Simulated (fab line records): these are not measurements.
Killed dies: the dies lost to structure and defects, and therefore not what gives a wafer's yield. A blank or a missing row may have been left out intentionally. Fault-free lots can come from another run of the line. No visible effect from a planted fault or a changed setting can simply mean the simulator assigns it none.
Struck lot and sound lot, side by side || flow n5 finfet || 37 steps out of a route of 1938
Sound: wafers L370.1, L370.2, L370.4. Struck: wafer L374.2 (left out: L374.1, L374.4 of the same lot, which were not struck); the cause appears at the end.
At each step with rows: each side's tool, then ch and its chambers, then its first start. Under that, the readings that differ: sound wafers || struck wafers || difference of the means || sigmas: that difference in standard deviations of wafers without a fault.
alike: same words and numbers on both sides, and readings whose means sit less than 2 such deviations apart. not compared: any withheld reading, any reading some wafer has no value for, any bound like >300 that may hide the same value, and any number with overlapping values for which the record gives no deviation.
Wherever a step has rows on one side only, a row that says differs or no value, or a row with sigmas, the two part there. Numbers that don't overlap but have no deviation are shown without sigmas and don't part them. A reading that every wafer of one side lacks parts them only if that side has two wafers or more.

first, 12 steps without rows for these wafers: N5_GATE_CUT_ETCH_36 (etches SiARC in CF4, target depth 13 nm, time 21.7 s); N5_GATE_CUT_ETCH_37 (etches SOC in N2/H2, target depth 60 nm, overetch 12 nm, time 90 s); N5_GATE_CUT_STRIP_38 (strips in N2/H2); N5_GATE_CUT_STRIP_39 (strips in N2/H2); N5_GATE_CUT_HM_OPEN_40 (chemistry C4F6/O2, target SiO2, target depth 139 nm, time 85.1 s); N5_GATE_CUT_STRIP_41 (strips in CF4); N5_GATE_CUT_STRIP_42 (strips in O2); N5_GATE_CUT_ETCH_19 (etches SiNx in CH3F/O2, target depth 53.7 nm, time 76.7 s); N5_GATE_CUT_CUT_ETCH_53 (etches W in SF6/Cl2, target depth 79.2 nm); N5_GATE_CUT_CUT_ETCH_54 (etches TiN in Cl2/BCl3, target depth 96.7 nm); N5_GATE_CUT_CUT_ETCH_55 (etches HfO2 in BCl3, target depth 3.2 nm); N5_GATE_CUT_ETCH_47 (etches SiO2 in Cl2/BCl3, target depth 10 nm).
N5_GATE_CUT_VAPOR_ETCH_48: etches TiN in BCl3/Cl2.
  sound on rie metal-02 ch 0,1, day 6 08:26; struck on rie metal-02 ch 0, day 7 05:56
  alike: drypump motor current A, oes product au
then, 23 steps without rows for these wafers: N5_GATE_CUT_VAPOR_ETCH_49 (etches TiAlC in BCl3/Cl2); N5_GATE_CUT_VAPOR_ETCH_51 (etches HfO2 in BCl3/Cl2); N5_GATE_CUT_STRIP_21 (strips in N2/H2, time 30 s); N5_GATE_CUT_STRIP_29 (strips in post etch residue remover, time 60 s); N5_GATE_CUT_SRD_52 (time 30 s); N5_GATE_CUT_ALD_22 (deposits SiNx, target thk 16 nm, pulse time 1 s, ald cycles 320); N5_GATE_CUT_CMP_23 (polishes, stops on SiO2, t overpolish 23.4 s, target thk 16 nm); N5_GATE_CUT_CMP_43 (polishes SiO2); N5_GATE_CUT_CMP_61 (polishes, stops on SiNx, t overpolish 3 s); N5_MOL_CONTACT_COAG_COAT_103 (time 60 s, resist thk 80 nm); N5_MOL_CONTACT_COAG_COAT_104 (time 60 s, resist thk 12 nm); N5_MOL_CONTACT_COAG_COAT_58 (time 60 s, resist thk 10 nm); N5_MOL_CONTACT_COAG_COAT_02 (resist thk 30 nm); N5_MOL_CONTACT_COAG_EBR_04; N5_MOL_CONTACT_COAG_SOFTBAKE_03 (time 60 s); N5_MOL_CONTACT_COAG_EXPOSE_05 (exposes mask CA, defocus 0 nm); N5_MOL_CONTACT_COAG_PEB_06 (peb time 60 s); N5_MOL_CONTACT_COAG_DEVELOP_07 (develop time 30 s); N5_MOL_CONTACT_COAG_DESCUM_13 (chemistry O2, time 7 s); N5_MOL_CONTACT_COAG_ETCH_59 (etches underlayer in N2/H2, target depth 13 nm, time 10.4 s); N5_MOL_CONTACT_COAG_ETCH_105 (etches SiARC in CF4, target depth 15.6 nm, time 26 s); N5_MOL_CONTACT_COAG_ETCH_106 (etches SOC in N2/H2, target depth 80 nm, overetch 16 nm, time 120 s); N5_MOL_CONTACT_COAG_STRIP_107 (strips in N2/H2).
-- a jump in the record: the struck wafers' starts before and after are 8 days apart (it breaks off in module MOL_CONTACT_COAG and resumes in module PASSIVATION, where the first step shown is number 1936 of the route) --
N5_PASSIVATION_PROBE_49:
  the record has rows for the struck wafers here (prober-02, day 15 01:19) and none for the sound ones

## WHERE THEY PART
Within this record, at N5_PASSIVATION_PROBE_49 only.

WHY: whatever the simulator had introduced
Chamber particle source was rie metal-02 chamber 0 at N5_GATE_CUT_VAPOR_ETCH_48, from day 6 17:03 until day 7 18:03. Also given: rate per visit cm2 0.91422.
